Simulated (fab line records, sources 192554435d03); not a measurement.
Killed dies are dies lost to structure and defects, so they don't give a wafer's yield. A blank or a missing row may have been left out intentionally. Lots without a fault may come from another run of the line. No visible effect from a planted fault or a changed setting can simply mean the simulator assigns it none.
Matching of chambers :: flow n5 finfet :: N5_PMOS_HMC_CHANNEL_EPI_HM_DEP_34 on pecvd-02 has 3 sister chambers
The step deposits SiO2 from TEOS/O2, target thk 36 nm, time 6.9 s. 6 wafers are shown with their chamber, then 8 later ones without.

== WAFERS WITH THEIR CHAMBER ==
wafer: L291.5
chamber: 1
throttle valve pct (%): 19.7
showerhead plenum p Torr (Torr): 8.37

wafer: L291.6
chamber: 2
throttle valve pct (%): 17.3
showerhead plenum p Torr (Torr): 8.30

wafer: L295.1
chamber: 0
throttle valve pct (%): 20.6
showerhead plenum p Torr (Torr): 8.33

wafer: L295.4
chamber: 0
throttle valve pct (%): 20.2
showerhead plenum p Torr (Torr): 8.32

wafer: L295.6
chamber: 2
throttle valve pct (%): 17.3
showerhead plenum p Torr (Torr): 8.29

wafer: L296.1
chamber: 1
throttle valve pct (%): 19.5
showerhead plenum p Torr (Torr): 8.38

== WAFERS WHOSE CHAMBER IS MISSING ==
wafer: L296.2
throttle valve pct (%): 20.6
showerhead plenum p Torr (Torr): 8.32

wafer: L296.5
throttle valve pct (%): 19.4
showerhead plenum p Torr (Torr): 8.36

wafer: L298.2
throttle valve pct (%): 19.5
showerhead plenum p Torr (Torr): 8.34

wafer: L298.4
throttle valve pct (%): 20.6
showerhead plenum p Torr (Torr): 8.32

wafer: L298.5
throttle valve pct (%): 17.3
showerhead plenum p Torr (Torr): 8.28

wafer: L300.1
throttle valve pct (%): 17.4
showerhead plenum p Torr (Torr): 8.30

wafer: L300.2
throttle valve pct (%): 20.4
showerhead plenum p Torr (Torr): 8.34

wafer: L300.3
throttle valve pct (%): 19.5
showerhead plenum p Torr (Torr): 8.36

== EACH ONE'S CHAMBER ==
wafer: L296.2
from the rows above: 0
in truth: 0

wafer: L296.5
from the rows above: 1
in truth: 1

wafer: L298.2
from the rows above: can't be placed: 1 or 0
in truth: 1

wafer: L298.4
from the rows above: 0
in truth: 0

wafer: L298.5
from the rows above: 2
in truth: 2

wafer: L300.1
from the rows above: 2
in truth: 2

wafer: L300.2
from the rows above: 0
in truth: 0

wafer: L300.3
from the rows above: 1
in truth: 1
Correctly placed: 7 of 8. From these rows, 1 cannot be placed; in 1 the true chamber is one of the candidates. Placed wrongly: 0.
How it was worked out, from the rows above alone: a wafer's distance from a chamber is the root of the sum, over the readings, of the square of ((its reading less the chamber's mean) divided by the reading's scatter). The wafer belongs to the nearest chamber; if the next one is less than 2 further off, it can't be placed. Each chamber's mean is taken over the wafers shown for it. The scatter: take each reading less its chamber's mean, square it, sum over the shown wafers, divide by the number of wafers less the number of chambers, and take the root.
